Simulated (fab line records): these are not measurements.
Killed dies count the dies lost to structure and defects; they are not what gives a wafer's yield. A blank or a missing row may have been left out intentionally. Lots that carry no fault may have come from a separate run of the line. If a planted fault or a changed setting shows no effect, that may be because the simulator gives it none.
Chamber matching ; flow nand_harc ; NHARC_A_STAIRCASE_DESCUM_186 on rie_diel-07: 4 sister chambers
The step chemistry O2, time 3 s. 20 wafers are shown with their chamber, then 10 later ones without.

== WAFERS, EACH WITH ITS CHAMBER ==
wafer;chamber;showerhead_plenum_p_Torr (Torr);drypump_motor_current_A (A);oes_product_au (a.u.)
L074.2;2;2.05;5.2;0.986
L074.3;1;1.96;6.2;0.977
L074.6;2;2.05;5.1;0.993
L076.1;2;2.05;5.2;0.983
L076.5;3;1.79;5.6;1.008
L076.6;0;1.88;4.9;1.000
L077.1;1;1.96;6.2;0.990
L077.5;0;1.88;4.9;0.987
L077.6;1;1.96;6.2;0.993
L079.2;1;1.96;6.2;0.992
L079.3;3;1.79;5.5;1.009
L079.6;0;1.88;4.9;0.995
L078.2;2;2.05;5.1;0.987
L078.5;0;1.88;4.9;0.986
L078.6;1;1.96;6.3;0.982
L080.1;3;1.78;5.6;1.008
L080.2;1;1.95;6.3;0.998
L080.6;0;1.88;4.9;0.998
L084.1;2;2.04;5.1;0.992
L084.2;3;1.78;5.5;1.006

SIGNATURES (means of the wafers above)
reading;chamber 0;chamber 1;chamber 2;chamber 3;scatter within a chamber
showerhead_plenum_p_Torr;1.8800;1.9583;2.0480;1.7850;0.00406
drypump_motor_current_A;4.900;6.233;5.140;5.550;0.047
oes_product_au;0.99320;0.98867;0.98820;1.00775;0.0058
Rule: distance of a wafer from a chamber = root of the sum over the readings of ((wafer's reading minus chamber's mean) / reading's scatter) squared. If the next closest chamber is less than 2 further off than the closest, the wafer can't be placed; otherwise it belongs to the closest. How the scatter is found: for the shown wafers, subtract from each reading the mean of its chamber, square and add these, divide the total by (wafers less chambers), then take the root.

== WAFERS MISSING THEIR CHAMBER ==
wafer;showerhead_plenum_p_Torr (Torr);drypump_motor_current_A (A);oes_product_au (a.u.)
L084.6;1.87;4.9;1.003
L094.1;1.86;4.9;0.994
L094.4;2.03;5.1;1.000
L094.5;1.94;6.3;1.010
L096.2;1.86;4.9;0.983
L096.3;1.77;5.6;0.994
L096.6;1.94;6.2;0.998
L097.3;2.03;5.2;0.993
L097.5;1.77;5.6;1.000
L097.6;1.86;4.9;0.977

== CHAMBER TAKEN BY EACH ==
wafer;from the rows above;in truth
L084.6;0;0
L094.1;0;0
L094.4;2;2
L094.5;1;1
L096.2;0;0
L096.3;3;3
L096.6;1;1
L097.3;2;2
L097.5;3;3
L097.6;0;0
Placed correctly: 10 of 10. Left unplaced by these rows: 0. Wrongly placed: 0.
